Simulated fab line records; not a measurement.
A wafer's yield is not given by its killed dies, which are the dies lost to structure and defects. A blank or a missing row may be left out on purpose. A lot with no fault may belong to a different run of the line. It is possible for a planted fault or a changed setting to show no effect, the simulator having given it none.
Chamber matching || flow nandHarc || rieDiel-08 running NHARC_A_STAIRCASE_STRIP_476: 4 sister chambers
The step strips in O2, time 20 s. 8 wafers are shown with their chamber, then 8 later ones without.

== WAFERS, EACH WITH ITS CHAMBER ==
{"wafer": "L075.3", "chamber": 0, "drypumpMotorCurrentA (A)": 5.9, "showerheadPlenumPTorr (Torr)": 3.33}
{"wafer": "L087.3", "chamber": 2, "drypumpMotorCurrentA (A)": 6.1, "showerheadPlenumPTorr (Torr)": 3.80}
{"wafer": "L087.5", "chamber": 2, "drypumpMotorCurrentA (A)": 6.0, "showerheadPlenumPTorr (Torr)": 3.80}
{"wafer": "L086.5", "chamber": 0, "drypumpMotorCurrentA (A)": 5.9, "showerheadPlenumPTorr (Torr)": 3.31}
{"wafer": "L086.6", "chamber": 1, "drypumpMotorCurrentA (A)": 6.5, "showerheadPlenumPTorr (Torr)": 3.32}
{"wafer": "L090.1", "chamber": 1, "drypumpMotorCurrentA (A)": 6.5, "showerheadPlenumPTorr (Torr)": 3.31}
{"wafer": "L090.5", "chamber": 3, "drypumpMotorCurrentA (A)": 6.0, "showerheadPlenumPTorr (Torr)": 3.46}
{"wafer": "L094.1", "chamber": 3, "drypumpMotorCurrentA (A)": 6.0, "showerheadPlenumPTorr (Torr)": 3.46}

== WAFERS MISSING THEIR CHAMBER ==
{"wafer": "L094.3", "drypumpMotorCurrentA (A)": 5.8, "showerheadPlenumPTorr (Torr)": 3.30}
{"wafer": "L094.6", "drypumpMotorCurrentA (A)": 5.8, "showerheadPlenumPTorr (Torr)": 3.30}
{"wafer": "L095.4", "drypumpMotorCurrentA (A)": 5.9, "showerheadPlenumPTorr (Torr)": 3.30}
{"wafer": "L095.5", "drypumpMotorCurrentA (A)": 6.0, "showerheadPlenumPTorr (Torr)": 3.45}
{"wafer": "L095.6", "drypumpMotorCurrentA (A)": 6.1, "showerheadPlenumPTorr (Torr)": 3.79}
{"wafer": "L096.1", "drypumpMotorCurrentA (A)": 6.0, "showerheadPlenumPTorr (Torr)": 3.45}
{"wafer": "L096.2", "drypumpMotorCurrentA (A)": 6.5, "showerheadPlenumPTorr (Torr)": 3.31}
{"wafer": "L096.5", "drypumpMotorCurrentA (A)": 6.1, "showerheadPlenumPTorr (Torr)": 3.79}

== CHAMBER TAKEN BY EACH ==
{"wafer": "L094.3", "from the rows above": 0, "in truth": 0}
{"wafer": "L094.6", "from the rows above": 0, "in truth": 0}
{"wafer": "L095.4", "from the rows above": 0, "in truth": 0}
{"wafer": "L095.5", "from the rows above": 3, "in truth": 3}
{"wafer": "L095.6", "from the rows above": 2, "in truth": 2}
{"wafer": "L096.1", "from the rows above": 3, "in truth": 3}
{"wafer": "L096.2", "from the rows above": 1, "in truth": 1}
{"wafer": "L096.5", "from the rows above": 2, "in truth": 2}
Correct placement for 8 of the 8. Not placeable from these rows: 0. Placed wrongly: 0.
How it was worked out, from the rows above alone: a wafer's distance from a chamber is the root of the sum, over the readings, of the square of ((its reading less the chamber's mean) divided by the reading's scatter). The wafer belongs to the nearest chamber; if the next one is less than 2 further off, it can't be placed. Each chamber's mean is taken over the wafers shown for it. The scatter: the root of (the sum of the squares of (reading less its chamber's mean) over the shown wafers, divided by (wafers less chambers)).
